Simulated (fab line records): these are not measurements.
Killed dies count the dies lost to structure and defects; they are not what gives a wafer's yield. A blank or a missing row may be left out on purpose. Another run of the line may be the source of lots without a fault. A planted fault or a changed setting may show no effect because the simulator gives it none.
One fault through the eyes of 2 desks | flow n5_finfet | what lay behind the numbers comes last; until then each desk has only its own

## THE DEFECT DESK
Per lot, the means of the sampled wafers with a number show what the inspections along the route counted. A lot is out of limits, marked OUT, if its mean lies more than 4 standard deviations from the usual mean; the brackets give that distance.
Columns: A = raw_defect_count at N5_HKMG_FIN_INSPECT_28, usual 42
lot  | first seen here | A
L124 | day 5 01:58     | 52
L127 | day 5 21:52     | 48
L129 | day 6 07:46     | 32
L139 | day 8 21:44     | 63
L144 | day 10 04:07    | 15
Finding of this desk: none of the 5 lots has anything out of limits.

## THE METROLOGY DESK
Means of the sampled wafers that have a number, per lot and without regard to the tool the lot ran on: this is what the gauges read. A lot is out of limits, marked OUT, if its mean lies more than 4 standard deviations from the usual mean; the brackets give that distance.
Columns: A = cd_nm at N5_GATE_CUT_CD_MEAS_13, usual 20.02 nm; B = GATE_CUT_OVL at N5_GATE_CUT_OVL_MEAS_14, usual -0.3 nm
lot  | first seen here | A     | B
L124 | day 5 05:56     | 19.80 | 0.5
L127 | day 6 01:51     | 19.87 | -0.1
L129 | day 6 11:22     | 20.04 | -1.3
L139 | day 9 02:22     | 20.07 | 0.5
L144 | day 10 07:50    | 20.39 | -1.2
Finding of this desk: none of the 5 lots has anything out of limits.

## ALL TOGETHER
No out-of-limits result turned up at the defect desk.
From the metrology desk's view, nothing was out of limits.

## WHAT THE SIMULATOR PUT IN
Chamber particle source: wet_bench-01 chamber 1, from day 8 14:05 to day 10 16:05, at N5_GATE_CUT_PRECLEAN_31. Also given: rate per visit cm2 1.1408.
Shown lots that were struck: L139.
